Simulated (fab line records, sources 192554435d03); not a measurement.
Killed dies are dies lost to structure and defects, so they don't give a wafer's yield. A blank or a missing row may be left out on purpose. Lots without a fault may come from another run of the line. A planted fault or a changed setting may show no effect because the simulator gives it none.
fab line records | flow n5_finfet
record lots=4 wafers=12 last_day=17
route steps=1938 shown WELL_APT@35 PMOS_HMC_CHANNEL_EPI@57 BEOL_M4@1111
lots that met no fault: from a run of the same line without faults
start_h: hours from the record's first day to the start of the lot's first wafer shown | wait_h: hours since the lot's step before | " the same as in the row above | L1.1+2: a row that stands for several wafers | - no value, or no start given | * or withheld: withheld | < > ~ a bound
route shown NAME@n: a module of which the file shows steps, and the number in the route of the first | usual: mean/standard deviation of fault-free wafers | same: alike in all rows | chamber/n: place in a boat | sites: the reading at each site | _std_site: their standard deviation | _edge_site: outer sites' mean less inner sites' | radius_mm: how far each site lies from the wafer's centre | mask NAME#n: copy n | behind: the tool/chamber that last shaped the wafer | hold: why the lot was held/for how many hours/how that ended | device: the transistor (n, p or np) that didn't switch | end of line: the same wafers' tests at the end of the route | a step without rows: its recipe alone | killed: dies lost to structure and defects at the first sort, not the wafer's yield | map: a wafer's dies, x killed, . not, _ none there
set.NAME: the setting as run; set.NAME@STEP: as run at that earlier step | model.NAME: the simulator's own value behind a step, which no gauge read
lots at some steps of the route; a table a step, a row a wafer
services: from which hour (start_h, from the record's first day; less than 0 if before it) a tool's chamber was out of use, for how many hours, and why
## steps
# step N5_WELL_APT_HMDS_18
# recipe time_s=60 temp_c=120
# step N5_WELL_APT_COAT_19
# recipe spin_rpm=1357 resist_thk_nm=950
# step N5_WELL_APT_EBR_21
# recipe solvent=PGMEA ebr_width_mm=1.5
# step N5_WELL_APT_SOFTBAKE_20
# recipe temp_c=130 time_s=60
# step N5_WELL_APT_EXPOSE_22
# recipe mask_id=PWELL na=0.8 source_shape=conventional sigma_outer=0.8 polarization=unpolarized defocus_nm=0 target_cd_nm=200 dose_mj=23.2
# step N5_WELL_APT_PEB_23
# recipe peb_temp_c=130 peb_time_s=90
# step N5_WELL_APT_DEVELOP_24
# recipe develop_time_s=45 rinse_liquid=surfactant_rinse dry=air_spin dev_temp_c=21
# step N5_WELL_APT_HARDBAKE_29
# recipe temp_c=130 time_s=120
# step N5_WELL_APT_DESCUM_30
# recipe chemistry=O2 time_s=7.9 source_power_w=50 bias_power_w=20 pressure_mtorr=20 rf_frequency_hz=2.712e+07 temp_c=40 o2_flow_sccm=225
# step N5_WELL_APT_IMPLANT_31
# recipe species=B energy_kev=60 dose_cm2=1.5e+13 tilt_deg=0 rotation_deg=0
# usual beam_energy_keV=59.995/0.019
# columns lot.wafer tool chamber start_h wait_h beam_energy_keV model.implant.rp_nm model.implant.drp_nm
L423.1 implanter-01 0 45.20 0.1 59.986 192.6 64.53
L423.2 " 0 " " 60.006 192.6 64.53
L423.6 " 0 " " 59.991 192.6 64.53
L427.2 implanter-02 0 69.24 0.1 60.013 190.8 64.53
L427.3 " 0 " " 60.015 190.8 64.53
L427.4 " 0 " " 60.015 190.8 64.53
L439.2 implanter-01 0 141.46 0.1 42.690 140.2 53.24
L439.3 " 0 " " 42.676 140.2 53.24
L439.5 " 0 " " 42.697 140.2 53.24
L440.1 implanter-01 0 147.51 0.1 42.685 137 53.24
L440.2 " 0 " " 42.685 137 53.24
L440.4 " 0 " " 42.693 137 53.24
# step N5_WELL_APT_IMPLANT_32
# recipe species=BF2 energy_kev=50 dose_cm2=2e+13 tilt_deg=0 rotation_deg=0
# step N5_WELL_APT_STRIP_33
# recipe chemistry=SPM time_s=900 temp_c=130 h2so4_h2o2_vol_ratio=4 dry=ipa_marangoni
# step N5_WELL_APT_RTA_34
# recipe temp_c=1000 time_s=10 ambient=N2 idle_temp_c=600 ramp_up_c_per_s=150 ramp_down_c_per_s=60 cool_to_c=600
# step N5_WELL_APT_OXIDE_STRIP_42
# recipe chemistry=dHF dilution=25:1 time_s=45 temp_c=25 target=SiO2 target_depth_a=120
# step N5_WELL_APT_PRECLEAN_36
# recipe chemistry=O3/DIW time_s=45 temp_c=22 o3_ppm=10
# step N5_WELL_APT_PRECLEAN_39
# recipe chemistry=dHF time_s=60 dilution=150:1 temp_c=25
# step N5_WELL_APT_SRD_37
# recipe dry=ipa_marangoni do_ppb=5 time_s=30 temp_c=23 rinse_liquid=diw
# step N5_WELL_APT_EPI_41
# recipe material=Si target_thk_a=500 temp_c=650 precursor=SiH4/H2 pressure_torr=20 time_s=297.7
# step N5_PMOS_HMC_CHANNEL_EPI_HM_DEP_34
# recipe material=SiO2 target_thk_a=360 temp_c=400 precursor=TEOS/O2 pressure_torr=6.5 rf_w=900 teos_flow_sccm=161.4 gas=O2 flow_sccm=2650 time_s=6.9
# step N5_PMOS_HMC_CHANNEL_EPI_COAT_31
# recipe resist=BARC temp_c=205 time_s=60 spin_rpm=1500 resist_thk_nm=66
# step N5_PMOS_HMC_CHANNEL_EPI_COAT_03
# recipe resist=CAR-ArF-block spin_rpm=1500 resist_thk_nm=205
# step N5_PMOS_HMC_CHANNEL_EPI_EBR_05
# recipe solvent=PGMEA ebr_width_mm=1.5
# step N5_PMOS_HMC_CHANNEL_EPI_SOFTBAKE_04
# recipe temp_c=110 time_s=60 resist=CAR-ArF-block
# step N5_PMOS_HMC_CHANNEL_EPI_EXPOSE_06
# recipe mask_id=PMOS_HMC_BLK na=1.35 source_shape=conventional sigma_outer=0.8 polarization=unpolarized target_cd_nm=240 dose_mj=41
# step N5_PMOS_HMC_CHANNEL_EPI_PEB_07
# recipe peb_temp_c=110 peb_time_s=60 resist=CAR-ArF-block
# step N5_PMOS_HMC_CHANNEL_EPI_DEVELOP_08
# recipe develop_time_s=30 developer=TMAH resist=CAR-ArF-block dev_temp_c=23 rinse_liquid=diw dry=air_spin
# step N5_PMOS_HMC_CHANNEL_EPI_DESCUM_14
# recipe chemistry=O2 time_s=7.9 source_power_w=50 bias_power_w=20 pressure_mtorr=20 rf_frequency_hz=2.712e+07 temp_c=40 resist=CAR-ArF-block o2_flow_sccm=225
# step N5_PMOS_HMC_CHANNEL_EPI_ETCH_32
# recipe chemistry=N2/H2 target=BARC stop_on=SiO2 target_depth_a=858 over_etch_frac=0.3 time_s=50.3 ion_energy_ev=200 mask_material=CAR-ArF-block pressure_mtorr=30 source_w=840 bias_w=150 n2_flow_sccm=200 h2_flow_sccm=200
# step N5_PMOS_HMC_CHANNEL_EPI_HM_OPEN_15
# recipe chemistry=CHF3/O2 target=SiO2 mask_material=CAR-ArF-block target_depth_a=406 CHF3_flow_sccm=50 O2_flow_sccm=5 Ar_flow_sccm=200 time_s=20.3 pressure_mtorr=30 source_w=650 bias_w=170 ion_energy_ev=200
# step N5_PMOS_HMC_CHANNEL_EPI_STRIP_33
# recipe chemistry=N2/H2 power_w=500 temp_c=40 pressure_mtorr=50 rf_frequency_hz=6e+07 overash_fraction=0.3 bias_power_w=8 h2_frac=0.5 n2_flow_sccm=300 h2_flow_sccm=300
# step N5_PMOS_HMC_CHANNEL_EPI_STRIP_17
# recipe chemistry=SPM time_s=750 temp_c=130 h2so4_h2o2_vol_ratio=4 dry=ipa_marangoni
# step N5_PMOS_HMC_CHANNEL_EPI_ETCH_38
# recipe chemistry=CF4 target=SiO2 target_depth_a=15 ion_energy_ev=350 pressure_mtorr=10 icp_w=800 bias_w=400 cf4_flow_sccm=80
# step N5_PMOS_HMC_CHANNEL_EPI_FIN_RECESS_16
# recipe chemistry=HBr/Cl2 target=Si mask_material=SiO2 target_depth_a=540 time_s=18 pressure_mtorr=10 icp_w=800 bias_w=75 HBr_flow_sccm=150 Cl2_flow_sccm=80
# step N5_PMOS_HMC_CHANNEL_EPI_PRECLEAN_36
# recipe chemistry=O3/DIW time_s=45 temp_c=22 o3_ppm=10
# step N5_PMOS_HMC_CHANNEL_EPI_PRECLEAN_18
# recipe chemistry=DHF time_s=30 temp_c=25 dilution=withheld
# step N5_BEOL_M4_RC_MEAS_101
# usual DIBL_N=36.2/1.7 DIBL_P=36.6/1.9 IOFF_N=0.16/0.032 IOFF_P=0.21/0.037 ION_N=675/12 ION_P=460/8.1 RS_PWELL=3015/21 SS_N=71.4/0.58 SS_P=73.4/0.64 VT_N=249/3.2 VT_P=-252/3.4
# columns lot.wafer tool chamber start_h wait_h DIBL_N[mV/V] DIBL_P[mV/V] IOFF_N[nA/um] IOFF_P[nA/um] ION_N[uA/um] ION_P[uA/um] RS_PWELL[ohm/sq] SS_N[mV/dec] SS_P[mV/dec] VT_N[mV] VT_P[mV]
L423.1 prober-02 0 194.21 0.0 37.8 37.4 0.18 0.20 667 459 2984 72.2 73.2 250 -251
L423.2 " 0 " " 34.2 34.7 0.13 0.17 666 459 2996 70.6 72.6 253 -253
L423.6 " 0 " " 37.5 37.7 0.18 0.21 678 462 3003 71.9 73.4 250 -248
L427.2 prober-02 0 208.33 0.2 35.0 35.6 0.14 0.17 666 452 3022 71.7 73.0 249 -254
L427.3 " 0 " " 37.1 38.9 0.19 0.22 687 465 3027 72.0 72.8 246 -250
L427.4 " 0 " " 33.7 34.1 0.12 0.15 657 448 3035 71.3 72.8 253 -255
L439.2 prober-02 0 290.45 0.2 38.6 38.3 0.21 0.28 682 470 3487 72.1 73.4 246 -246
L439.3 " 0 " " 38.0 36.6 0.21 0.25 697 473 3494 71.9 73.4 241 -246
L439.5 " 0 " " 37.7 36.8 0.19 0.25 684 468 3500 71.8 73.3 245 -246
L440.1 prober-01 0 295.32 0.0 36.2 35.8 0.16 0.21 677 464 3499 71.4 73.6 249 -250
L440.2 " 0 " " 36.2 35.8 0.17 0.20 673 459 3501 71.4 73.6 245 -253
L440.4 " 0 " " 34.5 33.9 0.13 0.17 662 458 3476 70.9 72.6 254 -251
## services
# columns tool chamber start_h hours kind
implanter-01 - 64.18 3.5 pm
implanter-01 - 69.04 57.5 pm
implanter-02 - 72.43 0.6 repair
implanter-02 - 126.55 23.9 pm
implanter-01 - 127.65 5.0 repair
implanter-01 - 138.11 2.0 repair
## key
first_sign step=N5_WELL_APT_IMPLANT_31 reading=beam_energy_keV direction=down sigmas=99+ usual=59.995 struck=42.688
effect step=N5_BEOL_M4_RC_MEAS_101 reading=RS_PWELL direction=up sigmas=23 usual=3015 struck=3493
model_effect step=N5_WELL_APT_IMPLANT_31 value=implant.rp_nm without=190.5 struck=138.6
met_at N5_WELL_APT_IMPLANT_31
struck_wafers L439.2,L439.3,L439.5,L440.1,L440.2,L440.4
onset_between 45.20 141.46
fault kind=process_parameter_drift tool=implanter-01 chamber=- onset_h=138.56 steps=N5_WELL_APT_IMPLANT_31 channel=energy_kev offset=-17.324 shape=step end_h=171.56 acts_in=these_recipes_only stated=60
